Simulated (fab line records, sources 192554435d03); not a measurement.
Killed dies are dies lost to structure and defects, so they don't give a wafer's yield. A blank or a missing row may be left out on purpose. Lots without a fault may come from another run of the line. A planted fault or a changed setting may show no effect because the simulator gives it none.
Chamber matching | flow n5_finfet | N5_BEOL_M11_DESCUM_16 on rie_diel-03: 4 sister chambers
The step chemistry O2, time 7.9 s. 4 wafers are shown with their chamber, then 9 later ones without.

WAFERS WITH THEIR CHAMBER
wafer  | chamber | showerhead_plenum_p_Torr (Torr)
L082.3 | 3       | 2.19
L089.1 | 0       | 2.08
L089.3 | 2       | 1.98
L089.4 | 1       | 2.02

WAFERS WITHOUT THEIR CHAMBER
wafer  | showerhead_plenum_p_Torr (Torr)
L092.2 | 1.98
L092.5 | 2.02
L092.6 | 2.08
L094.1 | 2.02
L094.5 | 2.18
L094.6 | 2.07
L096.1 | 2.17
L096.3 | 1.97
L096.5 | 1.97

WHICH CHAMBER EACH WENT THROUGH
wafer  | from the rows above | in truth
L092.2 | 2                   | 2
L092.5 | 1                   | 1
L092.6 | 0                   | 0
L094.1 | 1                   | 1
L094.5 | 3                   | 3
L094.6 | 0                   | 0
L096.1 | 3                   | 3
L096.3 | 2                   | 2
L096.5 | 2                   | 2
Placed correctly: 9 of 9. Can't be placed from these rows: 0. Placed wrongly: 0.
How it was worked out, from the rows above alone: a wafer's distance from a chamber is the root of the sum, over the readings, of the square of ((its reading less the chamber's mean) divided by the reading's scatter). The wafer belongs to the nearest chamber; if the next one is less than 2 further off, it can't be placed. A chamber's mean is the mean of its shown wafers. The scatter: with one shown wafer a chamber, the root of the mean of the squares of how far each hidden wafer lies from its nearest shown one.
